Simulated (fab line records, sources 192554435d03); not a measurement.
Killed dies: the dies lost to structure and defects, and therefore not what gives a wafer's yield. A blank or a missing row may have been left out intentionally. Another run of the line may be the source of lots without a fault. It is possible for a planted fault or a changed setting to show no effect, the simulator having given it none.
fab line records + flow n5Finfet
record
- lots=7
- wafers=39
route steps=1938 shown PMOS_HMC_CHANNEL_EPI@78 HKMG_FIN@438
startH: hours from the record's opening day to when the first of the lot's shown wafers began + waitH: hours elapsed since this lot's preceding step + " identical to the entry in the row above + L1.1+2: a single row standing in for several wafers + - either no value or no given start + * or withheld: withheld + < > ~ a bound
route shown NAME@n: NAME is a module with steps in the file, n the number in the route of the first one + usual: mean/standard deviation taken from wafers without a fault + same: alike in all rows + chamber/n: place in a boat + sites: readings site by site + _std_site: standard deviation of those values + _edge_site: outer sites' mean less inner sites' + radiusMm: how far each site lies from the wafer's centre + mask NAME#n: copy n + behind: tool/chamber where the wafer was last shaped + hold: why the lot was held/for how many hours/how that ended + device: the transistor (n, p or np) that didn't switch + end of line: the tests these same wafers got at the end of their route + a step given without rows: its recipe and nothing more + killed: at the first sort, the dies lost to defects and structure; wafer yield is something else + map: shows each die of a wafer: x if killed, . if not, _ if none is there
set.NAME: the setting that was run; set.NAME@STEP: the one run at that earlier step + model.NAME: the simulator's own value behind a step, which no gauge read
lots with deliberately changed settings; one table per step, one row per wafer
## steps
# step N5_PMOS_HMC_CHANNEL_EPI_EPI_20
# recipe
- material=SiGe30
- maskMaterial=SiO2
- pressureTorr=20
- targetThkA=590
- tempC=600
| lot.wafer | tool        | chamber | startH | waitH | set.tempC | model.SiGe30_of_PMOS_HMC_CHANNEL_EPI_EPI_20.thkNm |
|-----------|-------------|---------|--------|-------|-----------|---------------------------------------------------|
| L078.1    | epiRpcvd-02 | 0       | 42.29  | 0.0   | 600       | 58.98                                             |
| L078.2    | "           | 0       | "      | "     | 607       | 67.53                                             |
| L078.3    | "           | 0       | "      | "     | 607       | 67.84                                             |
| L078.4    | "           | 0       | "      | "     | 600       | 58.8                                              |
| L078.5    | "           | 0       | "      | "     | 600       | 59.55                                             |
| L078.6    | "           | 0       | "      | "     | 607       | 67.22                                             |
| L079.1    | epiRpcvd-03 | 0       | 48.40  | 0.0   | 600       | 60.22                                             |
| L079.5    | "           | 0       | 49.47  | 1.1   | 600       | 59.27                                             |
| L079.6    | "           | 0       | "      | "     | 600       | 59.23                                             |
| L082.1    | epiRpcvd-02 | 0       | 65.93  | 0.0   | 600       | 57.77                                             |
| L082.2    | "           | 0       | "      | "     | 600       | 59.42                                             |
| L082.3    | "           | 0       | "      | "     | 600       | 59.64                                             |
| L082.4    | "           | 0       | "      | "     | 600       | 58.52                                             |
| L082.5    | "           | 0       | "      | "     | 600       | 59.07                                             |
| L082.6    | "           | 0       | "      | "     | 600       | 59.32                                             |
| L084.1    | epiRpcvd-04 | 0       | 78.26  | 0.0   | 600       | 58.37                                             |
| L084.2    | "           | 0       | "      | "     | 600       | 58.29                                             |
| L084.3    | "           | 0       | "      | "     | 600       | 58.02                                             |
| L084.4    | "           | 0       | "      | "     | 600       | 58.09                                             |
| L084.5    | "           | 0       | "      | "     | 600       | 58.4                                              |
| L084.6    | "           | 0       | "      | "     | 600       | 58.31                                             |
| L092.1    | epiRpcvd-03 | 0       | 126.70 | 0.0   | 602.5     | 61.56                                             |
| L092.2    | "           | 0       | "      | "     | 602.5     | 61.26                                             |
| L092.3    | "           | 0       | "      | "     | 600       | 58.99                                             |
| L092.4    | "           | 0       | "      | "     | 602.5     | 61.03                                             |
| L092.5    | "           | 0       | "      | "     | 600       | 58.38                                             |
| L092.6    | "           | 0       | "      | "     | 600       | 59.08                                             |
| L095.1+3  | epiRpcvd-04 | 0       | 143.71 | 0.0   | 600       | 59.27                                             |
| L095.2    | "           | 0       | "      | "     | 600       | 58.31                                             |
| L095.4    | "           | 0       | "      | "     | 600       | 59.14                                             |
| L095.5    | "           | 0       | "      | "     | 600       | 58.77                                             |
| L095.6    | "           | 0       | "      | "     | 600       | 58.89                                             |
| L096.1    | epiRpcvd-02 | 0       | 149.85 | 0.0   | 602.1     | 63.11                                             |
| L096.2    | "           | 0       | "      | "     | 600       | 60.82                                             |
| L096.3    | "           | 0       | "      | "     | 602.1     | 62.59                                             |
| L096.4    | "           | 0       | "      | "     | 600       | 60.37                                             |
| L096.5    | "           | 0       | "      | "     | 600       | 60.15                                             |
| L096.6    | "           | 0       | "      | "     | 602.1     | 62.14                                             |
# step N5_HKMG_FIN_ETCH_35
# recipe
- chemistry=N2/H2
- target=SOC
- targetDepthA=2158
- ionEnergyEv=65
- biasW=5
- sourceW=3000
- timeS=243.4
- pressureMtorr=30
- n2FlowSccm=200
- h2FlowSccm=200
# usual
- rfVppV=141.7/0.78
| lot.wafer | tool       | chamber | startH | waitH | set.sourceW | rfVppV | model.HKMG_FIN.featureDepthNm | model.etch.depthNm | model.SOC_of_HKMG_FIN_COAT_29.thkNm |
|-----------|------------|---------|--------|-------|-------------|--------|-------------------------------|--------------------|-------------------------------------|
| L078.1    | rieDiel-05 | 2       | 98.97  | 0.0   | 3000        | 141.2  | 209.4                         | 209.4              | 90.6                                |
| L078.2    | "          | 1       | "      | "     | 2543        | 148.4  | 188.2                         | 188.2              | 111                                 |
| L078.3    | "          | 0       | "      | "     | 2543        | 151.3  | 184.2                         | 184.2              | 115.4                               |
| L078.4    | "          | 3       | "      | "     | 2543        | 151.1  | 195.8                         | 195.8              | 102.4                               |
| L078.5    | "          | 1       | "      | "     | 3000        | 140.9  | 216.6                         | 216.7              | 82.6                                |
| L078.6    | "          | 2       | "      | "     | 3000        | 140.8  | 207.6                         | 207.5              | 91.6                                |
| L079.1    | rieDiel-02 | 1       | 106.62 | 0.0   | 3000        | 141.6  | 209                           | 208.9              | 89.2                                |
| L079.5    | "          | 1       | "      | "     | 3000        | 141.3  | 208.4                         | 208.4              | 89.4                                |
| L079.6    | "          | 3       | "      | "     | 3000        | 142.9  | 209.4                         | 209.3              | 89.8                                |
| L082.1    | rieDiel-06 | 1       | 126.93 | 0.0   | 3000        | 141.6  | 221.6                         | 221.7              | 77.8                                |
| L082.2    | "          | 3       | "      | "     | 2464        | 153.2  | 183.8                         | 183.8              | 115.4                               |
| L082.3    | "          | 2       | "      | "     | 3000        | 141.7  | 211                           | 211                | 88                                  |
| L082.4    | "          | 0       | "      | "     | 3000        | 141.8  | 217.8                         | 217.7              | 80.6                                |
| L082.5    | "          | 0       | "      | "     | 2464        | 152.3  | 186                           | 185.9              | 113.2                               |
| L082.6    | "          | 1       | "      | "     | 2464        | 152.5  | 188                           | 187.9              | 109.8                               |
| L084.1    | rieDiel-05 | 1       | 134.08 | 0.0   | 2553        | 150.3  | 189                           | 189.1              | 110.8                               |
| L084.2    | "          | 3       | "      | "     | 3000        | 140.7  | 225.4                         | 225.4              | 74                                  |
| L084.3    | "          | 0       | "      | "     | 3000        | 140.5  | 212.6                         | 212.6              | 86.6                                |
| L084.4    | "          | 2       | "      | "     | 2553        | 149.0  | 181.6                         | 181.6              | 118.8                               |
| L084.5    | "          | 1       | "      | "     | 2553        | 150.5  | 189.8                         | 189.8              | 110.6                               |
| L084.6    | "          | 0       | "      | "     | 3000        | 141.1  | 212.6                         | 212.5              | 86.8                                |
| L092.1    | rieDiel-02 | 1       | 182.28 | 0.0   | 3000        | 140.9  | 207.6                         | 207.7              | 92.4                                |
| L092.2    | "          | 3       | "      | "     | 3000        | 141.8  | 219                           | 219                | 81.8                                |
| L092.3    | "          | 2       | "      | "     | 3507        | 133.7  | 244.6                         | 244.6              | 55.8                                |
| L092.4    | "          | 0       | "      | "     | 3507        | 134.9  | 242.6                         | 242.6              | 57.6                                |
| L092.5    | "          | 2       | "      | "     | 3000        | 141.4  | 212.6                         | 212.6              | 88.4                                |
| L092.6    | "          | 1       | "      | "     | 3507        | 134.0  | 234.4                         | 234.5              | 66                                  |
| L095.1    | rieDiel-02 | 0       | 199.56 | 0.0   | 2810        | 145.6  | 202.2                         | 202.3              | 96.6                                |
| L095.2    | "          | 1       | "      | "     | 2810        | 144.4  | 197.4                         | 197.3              | 102.2                               |
| L095.3    | "          | 2       | "      | "     | 3000        | 142.4  | 213.2                         | 213.1              | 86.2                                |
| L095.4    | "          | 3       | "      | "     | 3000        | 143.7  | 220.8                         | 220.8              | 78.2                                |
| L095.5    | "          | 0       | "      | "     | 3000        | 142.3  | 213                           | 213.1              | 87                                  |
| L095.6    | "          | 2       | "      | "     | 2810        | 145.2  | 204                           | 204                | 95.8                                |
| L096.1    | rieDiel-06 | 1       | 205.71 | 0.0   | 2658        | 147.9  | 196.6                         | 196.7              | 104                                 |
| L096.2    | "          | 0       | "      | "     | 3000        | 141.4  | 215.8                         | 215.7              | 84.6                                |
| L096.3    | "          | 2       | "      | "     | 2658        | 147.9  | 190                           | 190.1              | 110.6                               |
| L096.4    | "          | 3       | "      | "     | 3000        | 141.3  | 214.6                         | 214.6              | 84.6                                |
| L096.5    | "          | 1       | "      | "     | 2658        | 147.2  | 195.6                         | 195.7              | 104.6                               |
| L096.6    | "          | 0       | "      | "     | 3000        | 142.5  | 217                           | 217                | 83.6                                |
# step N5_HKMG_FIN_STRIP_92
# recipe
- chemistry=N2/H2
- material=SOC
- timeS=20
- powerW=500
- tempC=40
- pressureMtorr=50
- rfFrequencyHz=6e+07
- biasPowerW=8
- h2Frac=0.5
- n2FlowSccm=300
- h2FlowSccm=300
| lot.wafer | tool       | chamber | startH | waitH | set.sourceW@HKMG_FIN_ETCH_35 | model.SOC_of_HKMG_FIN_COAT_29.thkNm |
|-----------|------------|---------|--------|-------|------------------------------|-------------------------------------|
| L078.1    | rieDiel-05 | 2       | 99.12  | 0.1   | 3000                         | 80.6                                |
| L078.2    | "          | 1       | "      | "     | 2543                         | 100.6                               |
| L078.3    | "          | 0       | "      | "     | 2543                         | 105.4                               |
| L078.4    | "          | 3       | "      | "     | 2543                         | 91.8                                |
| L078.5    | "          | 1       | "      | "     | 3000                         | 72.2                                |
| L078.6    | "          | 2       | "      | "     | 3000                         | 81.8                                |
| L079.1    | rieDiel-02 | 1       | 106.77 | 0.1   | 3000                         | 79.4                                |
| L079.5    | "          | 1       | "      | "     | 3000                         | 79.6                                |
| L079.6    | "          | 3       | "      | "     | 3000                         | 79.8                                |
| L082.1    | rieDiel-06 | 1       | 127.08 | 0.1   | 3000                         | 67.2                                |
| L082.2    | "          | 3       | "      | "     | 2464                         | 105                                 |
| L082.3    | "          | 2       | "      | "     | 3000                         | 78                                  |
| L082.4    | "          | 0       | "      | "     | 3000                         | 70.4                                |
| L082.5    | "          | 0       | "      | "     | 2464                         | 102.8                               |
| L082.6    | "          | 1       | "      | "     | 2464                         | 99.4                                |
| L084.1+5  | rieDiel-05 | 1       | 134.23 | 0.1   | 2553                         | 100.4                               |
| L084.2    | "          | 3       | "      | "     | 3000                         | 63                                  |
| L084.3    | "          | 0       | "      | "     | 3000                         | 76.6                                |
| L084.4    | "          | 2       | "      | "     | 2553                         | 109                                 |
| L084.6    | "          | 0       | "      | "     | 3000                         | 76.8                                |
| L092.1    | rieDiel-02 | 1       | 182.43 | 0.1   | 3000                         | 82.4                                |
| L092.2    | "          | 3       | "      | "     | 3000                         | 71.4                                |
| L092.3    | "          | 2       | "      | "     | 3507                         | 45.4                                |
| L092.4    | "          | 0       | "      | "     | 3507                         | 47.4                                |
| L092.5    | "          | 2       | "      | "     | 3000                         | 78                                  |
| L092.6    | "          | 1       | "      | "     | 3507                         | 55.8                                |
| L095.1    | rieDiel-02 | 3       | 199.71 | 0.1   | 2810                         | 86.2                                |
| L095.2    | "          | 0       | "      | "     | 2810                         | 92                                  |
| L095.3    | "          | 2       | "      | "     | 3000                         | 76                                  |
| L095.4    | "          | 3       | "      | "     | 3000                         | 68                                  |
| L095.5    | "          | 2       | "      | "     | 3000                         | 76.8                                |
| L095.6    | "          | 0       | "      | "     | 2810                         | 85.6                                |
| L096.1    | rieDiel-06 | 1       | 205.86 | 0.1   | 2658                         | 93.6                                |
| L096.2+4  | "          | 0,3     | "      | "     | 3000                         | 74.4                                |
| L096.3    | "          | 2       | "      | "     | 2658                         | 100.8                               |
| L096.5    | "          | 1       | "      | "     | 2658                         | 94.2                                |
| L096.6    | "          | 0       | "      | "     | 3000                         | 73.4                                |
## key
split
- step=N5_PMOS_HMC_CHANNEL_EPI_EPI_20
- setting=tempC
- stated=600
- by=wafer
response
- step=N5_PMOS_HMC_CHANNEL_EPI_EPI_20
- reading=model.SiGe30_of_PMOS_HMC_CHANNEL_EPI_EPI_20.thkNm
- change=+7.01
- per=1%
- r=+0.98
split
- step=N5_HKMG_FIN_ETCH_35
- setting=sourceW
- stated=3000
- by=wafer
response
- step=N5_HKMG_FIN_ETCH_35
- reading=rfVppV
- change=-0.552
- per=1%
- r=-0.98
response
- step=N5_HKMG_FIN_ETCH_35
- reading=model.HKMG_FIN.featureDepthNm
- change=+1.74
- per=1%
- r=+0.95
response
- step=N5_HKMG_FIN_ETCH_35
- reading=model.etch.depthNm
- change=+1.74
- per=1%
- r=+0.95
response
- step=N5_HKMG_FIN_ETCH_35
- reading=model.SOC_of_HKMG_FIN_COAT_29.thkNm
- change=-1.75
- per=1%
- r=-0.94
response
- step=N5_HKMG_FIN_STRIP_92
- reading=model.SOC_of_HKMG_FIN_COAT_29.thkNm
- change=-1.74
- per=1%
- r=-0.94
